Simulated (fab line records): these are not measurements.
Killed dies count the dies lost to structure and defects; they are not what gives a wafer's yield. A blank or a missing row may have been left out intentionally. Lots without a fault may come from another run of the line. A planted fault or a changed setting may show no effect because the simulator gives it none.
fab line records ; flow nand-harc ; part 2 of 2: steps 40 to 40 of 40
[record] lots = 7; wafers = 18; last-day = 24
route steps=1159 shown A_STAIRCASE@736 A_SGD_CUT@747 END@1159
lots with no fault: from the same line, run without faults
start-h: the number of hours between the record's first day and the start of the first shown wafer of the lot ; wait-h: how many hours have passed since the lot's step before this one ; " the same as in the row above ; L1.1+2: a row that stands for several wafers ; - either no value or no given start ; * or withheld: withheld ; < > ~ a bound
route shown NAME@n: names a module that has steps shown in the file, with the first one's number in the route ; usual: mean/standard deviation taken from wafers without a fault ; same: alike in all rows ; chamber/n: place in a boat ; sites: readings site by site ; _std_site: standard deviation of those values ; _edge_site: mean of outer sites minus mean of inner sites ; radius-mm: how far each site lies from the wafer's centre ; mask NAME#n: copy n ; behind: the last tool/chamber to shape the wafer ; hold: cause of the lot's hold/its duration in hours/its outcome ; device: the n, p or np transistor that did not switch ; end of line: the tests these same wafers got at the end of their route ; where a step has no rows: the recipe by itself ; killed: dies lost to structure and defects at the first sort, not the wafer's yield ; map: shows each die of a wafer: x if killed, . if not, _ if none is there
set.NAME: the setting that was run; set.NAME@STEP: the one run at that earlier step ; model.NAME: the simulator's own value behind a step, which no gauge read
lots seen at some steps along the route; tables by step, rows by wafer
services: the hour from which a tool's chamber was out of use, counted from the record's first day as start-h (under 0 if before that day), plus the number of hours and why
[[steps]]
[step NHARC_END_SORT_01]
[recipe] temp-c = 25
[usual] killed-at-array = 28/10; killed-at-other = 0.5/0.82; killed-at-periphery = 3.4/2.2; killed-dies = 31/10; killed-open = 3.4/1.9; killed-short = 1.9/1.3
[same] gross-dies = 677
lot.wafer;tool;chamber;start-h;wait-h;killed-at-array;killed-at-other;killed-at-periphery;killed-dies;killed-open;killed-short
L704.3;prober-01;0;474.35;3.1;10;0;3;13;1;4
L704.5;prober-01;0;475.95;3.7;13;0;3;16;2;1
L704.6;prober-01;0;476.75;4.0;12;0;2;14;2;0
L706.3;prober-01;0;482.10;3.1;22;0;6;28;6;2
L706.4;prober-01;0;482.88;3.3;20;0;2;22;2;1
L706.5;prober-01;0;483.65;3.6;19;0;2;21;4;3
L712.1;prober-01;0;507.59;2.5;16;0;1;17;2;1
L712.3;prober-01;0;509.19;3.1;677;0;0;677;2;2
L711.3;prober-02;0;509.21;3.1;671;1;5;677;6;3
L711.6;prober-02;0;511.58;4.0;673;0;4;677;3;0
L710.2;prober-02;0;516.24;2.8;26;0;6;32;2;2
L710.3;prober-02;0;517.04;3.1;671;1;5;677;4;3
L715.2;prober-01;0;554.22;2.8;44;1;3;48;2;2
L715.4;prober-01;0;555.84;3.4;47;2;2;51;3;1
L715.5;prober-01;0;556.66;3.8;50;1;6;57;4;3
L721.3;prober-01;0;570.75;3.1;48;0;2;50;2;0
L721.5;prober-01;0;572.35;3.7;52;0;1;53;2;2
L721.6;prober-01;0;573.16;4.0;46;0;1;47;2;1
// killed by level:class
L704.3 A_CHANNEL_FILL_D1:geometric-particle:short=2 A_STAIRCASE:chamber-film-flake=2 A_WL_FILL:chamber-film-flake=2 P_CONTACT:geometric-particle:short=1 P_M2:geometric-particle:short=1 A_SGD_CUT:geometric-particle:open=1 P_CONTACT:chamber-film-flake=1 A_CHANNEL_HOLE_D1:chamber-film-flake=1
L704.5 A_CHANNEL_FILL_D1:chamber-film-flake=4 A_CONTACT:chamber-film-flake=4 P_CONTACT:chamber-film-flake=3 A_CHANNEL_HOLE_D1:chamber-film-flake=2 A_CONTACT:geometric-particle:open=1 A_M0:geometric-particle:open=1 A_M0:geometric-particle:short=1
L704.6 A_STAIRCASE:chamber-film-flake=3 P_CONTACT:chamber-film-flake=2 A_CHANNEL_HOLE_D1:chamber-film-flake=2 A_CONTACT:chamber-film-flake=2 A_CHANNEL_FILL_D1:geometric-particle:open=1 A_M0:geometric-particle:open=1 A_CHANNEL_FILL_D1:chamber-film-flake=1 A_SLIT:chamber-film-flake=1
L706.3 A_SLIT:chamber-film-flake=7 A_CONTACT:chamber-film-flake=5 P_CONTACT:geometric-particle:open=3 A_CHANNEL_HOLE_D1:chamber-film-flake=3 A_M1:chamber-film-flake=2 P_GATE:geometric-particle:short=1 A_ONON_D1:geometric-particle:open=1 A_ONON_D1:geometric-particle:short=1
L706.4 A_SLIT:chamber-film-flake=9 A_CONTACT:chamber-film-flake=4 A_CHANNEL_HOLE_D1:chamber-film-flake=2 A_STAIRCASE:chamber-film-flake=2 P_CONTACT:geometric-particle:open=1 A_M0:geometric-particle:short=1 A_M0:geometric-particle:open=1 P_ZERO_WELL:chamber-film-flake=1
L706.5 A_SLIT:chamber-film-flake=6 A_CONTACT:chamber-film-flake=6 A_CONTACT:geometric-particle:open=2 P_CONTACT:geometric-particle:open=1 P_BONDPAD:geometric-particle:short=1 A_ONON_D1:geometric-particle:open=1 A_ONON_D1:geometric-particle:short=1 A_CHANNEL_HOLE_D1:geometric-particle:short=1
L712.1 A_SLIT:chamber-film-flake=7 A_CONTACT:chamber-film-flake=3 A_CHANNEL_HOLE_D1:chamber-film-flake=2 A_STAIRCASE:chamber-film-flake=2 P_M0:geometric-particle:open=1 A_SGD_CUT:geometric-particle:short=1 A_CONTACT:geometric-particle:open=1
L712.3 A_SGD_CUT:area-dep=652 A_STAIRCASE:chamber-film-flake=6 A_SLIT:chamber-film-flake=6 A_CONTACT:chamber-film-flake=4 A_CONTACT:geometric-particle:open=2 A_CHANNEL_HOLE_D1:chamber-film-flake=2 A_ONON_D1:geometric-particle:short=1 A_M1:geometric-particle:short=1
L711.3 A_SGD_CUT:area-dep=643 A_CHANNEL_HOLE_D1:chamber-film-flake=17 P_STI:chamber-film-flake=3 A_M0:geometric-particle:open=2 P_M0:chamber-film-flake=2 A_SLIT:chamber-film-flake=2 A_CHANNEL_HOLE_D1:geometric-particle:short=1 A_CHANNEL_FILL_D1:geometric-particle:open=1
L711.6 A_SGD_CUT:area-dep=649 A_CHANNEL_HOLE_D1:chamber-film-flake=13 A_STAIRCASE:chamber-film-flake=5 P_STI:chamber-film-flake=2 A_CONTACT:chamber-film-flake=2 P_CONTACT:geometric-particle:open=1 A_CONTACT:geometric-particle:open=1 A_BLC:geometric-particle:open=1
L710.2 A_SLIT:chamber-film-flake=11 A_CHANNEL_HOLE_D1:chamber-film-flake=4 A_STAIRCASE:chamber-film-flake=3 A_WL_FILL:chamber-film-flake=3 P_ZERO_WELL:chamber-film-flake=2 P_BONDPAD:chamber-film-flake=2 A_CHANNEL_FILL_D1:chamber-film-flake=2 P_CONTACT:geometric-particle:short=1
L710.3 A_SGD_CUT:area-dep=651 A_SLIT:chamber-film-flake=8 P_BONDPAD:chamber-film-flake=3 A_STAIRCASE:chamber-film-flake=3 A_CHANNEL_FILL_D1:chamber-film-flake=2 A_CONTACT:chamber-film-flake=2 P_GATE:geometric-particle:short=1 P_M0:geometric-particle:short=1
L715.2 A_CHANNEL_HOLE_D1:chamber-film-flake=20 A_SLIT:chamber-film-flake=18 A_CONTACT:chamber-film-flake=3 P_GATE:geometric-particle:open=1 P_M0:geometric-particle:short=1 A_SGD_CUT:geometric-particle:open=1 A_WL_FILL:geometric-particle:short=1 P_GATE:chamber-film-flake=1
L715.4 A_SLIT:chamber-film-flake=20 A_CHANNEL_HOLE_D1:chamber-film-flake=10 A_STAIRCASE:chamber-film-flake=6 A_CONTACT:chamber-film-flake=3 A_CHANNEL_FILL_D1:chamber-film-flake=2 A_WL_FILL:chamber-film-flake=2 THIN_TSV:chamber-film-flake=2 A_CHANNEL_HOLE_D1:geometric-particle:open=1
L715.5 A_CHANNEL_HOLE_D1:chamber-film-flake=19 A_SLIT:chamber-film-flake=13 A_CONTACT:chamber-film-flake=9 P_GATE:chamber-film-flake=3 A_STAIRCASE:chamber-film-flake=3 P_STI:geometric-particle:open=1 P_CONTACT:geometric-particle:short=1 A_ONON_D1:geometric-particle:open=1
L721.3 A_CHANNEL_HOLE_D1:chamber-film-flake=24 A_CONTACT:chamber-film-flake=11 A_STAIRCASE:chamber-film-flake=5 A_SLIT:chamber-film-flake=3 A_M0:chamber-film-flake=2 A_CHANNEL_HOLE_D1:geometric-particle:open=1 A_SGD_CUT:geometric-particle:open=1 P_STI:chamber-film-flake=1
L721.5 A_CHANNEL_HOLE_D1:chamber-film-flake=23 A_STAIRCASE:chamber-film-flake=9 A_CONTACT:chamber-film-flake=8 A_M0:chamber-film-flake=4 A_WL_FILL:chamber-film-flake=3 A_ONON_D1:geometric-particle:short=1 A_ONON_D1:geometric-particle:open=1 A_CHANNEL_FILL_D1:geometric-particle:short=1
L721.6 A_CHANNEL_HOLE_D1:chamber-film-flake=20 A_STAIRCASE:chamber-film-flake=13 A_CONTACT:chamber-film-flake=7 A_CONTACT:geometric-particle:open=2 A_M0:chamber-film-flake=2 A_ONON_D1:geometric-particle:short=1 P_STI:chamber-film-flake=1 A_WL_FILL:chamber-film-flake=1
// map L710.3 (x killed, . not)
____________x____________
_________xxxxxxx_________
_______xxxxxxxxxxx_______
______xxxxxxxxxxxxx______
_____xxxxxxxxxxxxxxx_____
____xxxxxxxxxxxxxxxxx____
____xxxxxxxxxxxxxxxxx____
___xxxxxxxxxxxxxxxxxxx___
___xxxxxxxxxxxxxxxxxxx___
__xxxxxxxxxxxxxxxxxxxxx__
__xxxxxxxxxxxxxxxxxxxxx__
_xxxxxxxxxxxxxxxxxxxxxxx_
_xxxxxxxxxxxxxxxxxxxxxxx_
_xxxxxxxxxxxxxxxxxxxxxxx_
_xxxxxxxxxxxxxxxxxxxxxxx_
_xxxxxxxxxxxxxxxxxxxxxxx_
xxxxxxxxxxxxxxxxxxxxxxxxx
xxxxxxxxxxxxxxxxxxxxxxxxx
xxxxxxxxxxxxxxxxxxxxxxxxx
xxxxxxxxxxxxxxxxxxxxxxxxx
xxxxxxxxxxxxxxxxxxxxxxxxx
_xxxxxxxxxxxxxxxxxxxxxxx_
_xxxxxxxxxxxxxxxxxxxxxxx_
_xxxxxxxxxxxxxxxxxxxxxxx_
_xxxxxxxxxxxxxxxxxxxxxxx_
_xxxxxxxxxxxxxxxxxxxxxxx_
__xxxxxxxxxxxxxxxxxxxxx__
__xxxxxxxxxxxxxxxxxxxxx__
___xxxxxxxxxxxxxxxxxxx___
___xxxxxxxxxxxxxxxxxxx___
____xxxxxxxxxxxxxxxxx____
____xxxxxxxxxxxxxxxxx____
_____xxxxxxxxxxxxxxx_____
______xxxxxxxxxxxxx______
_______xxxxxxxxxxx_______
_________xxxxxxx_________
____________x____________
// map L711.3 (x killed, . not)
____________x____________
_________xxxxxxx_________
_______xxxxxxxxxxx_______
______xxxxxxxxxxxxx______
_____xxxxxxxxxxxxxxx_____
____xxxxxxxxxxxxxxxxx____
____xxxxxxxxxxxxxxxxx____
___xxxxxxxxxxxxxxxxxxx___
___xxxxxxxxxxxxxxxxxxx___
__xxxxxxxxxxxxxxxxxxxxx__
__xxxxxxxxxxxxxxxxxxxxx__
_xxxxxxxxxxxxxxxxxxxxxxx_
_xxxxxxxxxxxxxxxxxxxxxxx_
_xxxxxxxxxxxxxxxxxxxxxxx_
_xxxxxxxxxxxxxxxxxxxxxxx_
_xxxxxxxxxxxxxxxxxxxxxxx_
xxxxxxxxxxxxxxxxxxxxxxxxx
xxxxxxxxxxxxxxxxxxxxxxxxx
xxxxxxxxxxxxxxxxxxxxxxxxx
xxxxxxxxxxxxxxxxxxxxxxxxx
xxxxxxxxxxxxxxxxxxxxxxxxx
_xxxxxxxxxxxxxxxxxxxxxxx_
_xxxxxxxxxxxxxxxxxxxxxxx_
_xxxxxxxxxxxxxxxxxxxxxxx_
_xxxxxxxxxxxxxxxxxxxxxxx_
_xxxxxxxxxxxxxxxxxxxxxxx_
__xxxxxxxxxxxxxxxxxxxxx__
__xxxxxxxxxxxxxxxxxxxxx__
___xxxxxxxxxxxxxxxxxxx___
___xxxxxxxxxxxxxxxxxxx___
____xxxxxxxxxxxxxxxxx____
____xxxxxxxxxxxxxxxxx____
_____xxxxxxxxxxxxxxx_____
______xxxxxxxxxxxxx______
_______xxxxxxxxxxx_______
_________xxxxxxx_________
____________x____________
[[services]]
tool;chamber;start-h;hours;kind
cmp-04;-;299.13;4.5;repair
rie-diel-08;-;301.71;1.1;repair
rie-diel-08;-;302.85;9.0;pm
cmp-04;-;303.67;4.0;pm
rie-diel-10;-;310.41;0.8;repair
cmp-02;-;330.73;4.0;pm
pecvd-02;-;334.22;13.0;pm
cmp-02;-;351.73;0.2;repair
cmp-02;-;352.30;0.3;repair
rie-diel-10;-;353.53;9.0;pm
rie-diel-04;-;354.03;0.4;repair
rie-diel-10;3;367.24;13.3;repair
rie-diel-08;2;372.56;9.2;repair
rie-diel-08;1;385.48;2.0;repair
rie-diel-10;1;386.81;5.0;repair
rie-diel-04;-;388.29;0.5;repair
cmp-02;-;388.76;2.1;repair
rie-diel-06;-;390.24;1.4;repair
cmp-02;-;408.17;0.8;repair
rie-diel-06;-;418.43;9.0;pm
rie-diel-04;1;423.46;4.2;repair
rie-diel-04;3;428.64;5.6;repair
cmp-02;-;428.73;4.0;pm
rie-diel-10;0;438.69;3.4;repair
[[key]]
[first-sign] step = NHARC_END_SORT_01; reading = killed-at-array; direction = up; sigmas = 63; usual = 28; struck = 673
[effect] step = NHARC_END_SORT_01; reading = killed-dies; direction = up; sigmas = 62; usual = 31; struck = 677
[more-kills-born-at] NHARC_A_SGD_CUT_DEP_00@pecvd-02 = 2595
met-at NHARC_A_SGD_CUT_DEP_00
struck-wafers L710.3,L711.3,L711.6,L712.3
later-rows-left-out L710.3,L711.3,L711.6,L712.3
tester-left-out L710,L711,L712
onset-between 333.35 368.22
[fault] kind = process-parameter-drift; tool = pecvd-02; chamber = -; onset-h = 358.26; steps = NHARC_A_SGD_CUT_DEP_00; channel = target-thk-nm; offset = 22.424; shape = step; end-h = 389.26; scope = struck-wafers-only; acts-in = these-recipes-only; stated = 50
// tester-left-out: of these lots the tester's yield and bins aren't shown, on N5 and GAA mostly nor the transistor test; their killed dies are dies lost to structure and defects alone, not to doping, threshold or leakage, so they don't give the yield
// later-rows-left-out: the simulator's readings of these wafers behind a module that went badly wrong aren't trusted and aren't shown, but for the sort
